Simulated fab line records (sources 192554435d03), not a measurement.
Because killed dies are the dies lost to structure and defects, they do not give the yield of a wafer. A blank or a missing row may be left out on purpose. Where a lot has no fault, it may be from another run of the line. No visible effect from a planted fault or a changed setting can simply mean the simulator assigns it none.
Chamber matching / flow n5_finfet / N5_BEOL_M10_PECVD_70 on pecvd-02 has 3 sister chambers
The step deposits SiO2 from TEOS/O2, target thk 20 nm, time 22.7 s. 14 wafers are shown with their chamber, then 7 later ones without.

## EACH WAFER AND ITS CHAMBER
wafer=L079.2; chamber=1; throttle_valve_pct (%)=22.6; showerhead_plenum_p_Torr (Torr)=8.81; heater_power_w (W)=708
wafer=L079.3; chamber=0; throttle_valve_pct (%)=21.1; showerhead_plenum_p_Torr (Torr)=8.67; heater_power_w (W)=815
wafer=L079.5; chamber=1; throttle_valve_pct (%)=23.0; showerhead_plenum_p_Torr (Torr)=8.80; heater_power_w (W)=721
wafer=L083.1; chamber=2; throttle_valve_pct (%)=22.2; showerhead_plenum_p_Torr (Torr)=8.67; heater_power_w (W)=957
wafer=L083.2; chamber=0; throttle_valve_pct (%)=21.0; showerhead_plenum_p_Torr (Torr)=8.64; heater_power_w (W)=819
wafer=L083.3; chamber=1; throttle_valve_pct (%)=22.8; showerhead_plenum_p_Torr (Torr)=8.81; heater_power_w (W)=619
wafer=L084.3; chamber=2; throttle_valve_pct (%)=22.3; showerhead_plenum_p_Torr (Torr)=8.68; heater_power_w (W)=1060
wafer=L084.4; chamber=2; throttle_valve_pct (%)=22.3; showerhead_plenum_p_Torr (Torr)=8.67; heater_power_w (W)=1040
wafer=L084.6; chamber=0; throttle_valve_pct (%)=21.2; showerhead_plenum_p_Torr (Torr)=8.68; heater_power_w (W)=733
wafer=L087.1; chamber=1; throttle_valve_pct (%)=23.0; showerhead_plenum_p_Torr (Torr)=8.81; heater_power_w (W)=635
wafer=L087.4; chamber=0; throttle_valve_pct (%)=21.0; showerhead_plenum_p_Torr (Torr)=8.67; heater_power_w (W)=866
wafer=L087.5; chamber=2; throttle_valve_pct (%)=22.2; showerhead_plenum_p_Torr (Torr)=8.68; heater_power_w (W)=888
wafer=L090.1; chamber=1; throttle_valve_pct (%)=22.7; showerhead_plenum_p_Torr (Torr)=8.82; heater_power_w (W)=706
wafer=L090.3; chamber=2; throttle_valve_pct (%)=22.4; showerhead_plenum_p_Torr (Torr)=8.70; heater_power_w (W)=929

SIGNATURES (means of the wafers above)
reading=throttle_valve_pct; chamber 0=21.075; chamber 1=22.820; chamber 2=22.280; scatter within a chamber=0.129
reading=showerhead_plenum_p_Torr; chamber 0=8.6650; chamber 1=8.8100; chamber 2=8.6800; scatter within a chamber=0.0124
reading=heater_power_w; chamber 0=808.25; chamber 1=677.80; chamber 2=974.80; scatter within a chamber=59.9
Rule: for a wafer and a chamber, the distance is found by dividing, reading by reading, the gap between the wafer's reading and the chamber's mean by the reading's scatter, squaring, summing and taking the root. If the next closest chamber is less than 2 further off than the closest, the wafer can't be placed; otherwise it belongs to the closest. The scatter: the root of (the sum of the squares of (reading less its chamber's mean) over the shown wafers, divided by (wafers less chambers)).

## WAFERS WHOSE CHAMBER IS MISSING
wafer=L090.6; throttle_valve_pct (%)=21.1; showerhead_plenum_p_Torr (Torr)=8.67; heater_power_w (W)=796
wafer=L094.3; throttle_valve_pct (%)=23.0; showerhead_plenum_p_Torr (Torr)=8.81; heater_power_w (W)=720
wafer=L094.5; throttle_valve_pct (%)=22.4; showerhead_plenum_p_Torr (Torr)=8.66; heater_power_w (W)=1035
wafer=L094.6; throttle_valve_pct (%)=21.4; showerhead_plenum_p_Torr (Torr)=8.65; heater_power_w (W)=764
wafer=L093.1; throttle_valve_pct (%)=22.8; showerhead_plenum_p_Torr (Torr)=8.81; heater_power_w (W)=642
wafer=L093.3; throttle_valve_pct (%)=22.4; showerhead_plenum_p_Torr (Torr)=8.69; heater_power_w (W)=1001
wafer=L093.5; throttle_valve_pct (%)=22.3; showerhead_plenum_p_Torr (Torr)=8.68; heater_power_w (W)=1031

## CHAMBER TAKEN BY EACH
wafer=L090.6; from the rows above=0; in truth=0
wafer=L094.3; from the rows above=1; in truth=1
wafer=L094.5; from the rows above=2; in truth=2
wafer=L094.6; from the rows above=0; in truth=0
wafer=L093.1; from the rows above=1; in truth=1
wafer=L093.3; from the rows above=2; in truth=2
wafer=L093.5; from the rows above=2; in truth=2
Placed correctly: 7 of 7. Number that these rows cannot place: 0. 0 placed wrongly.
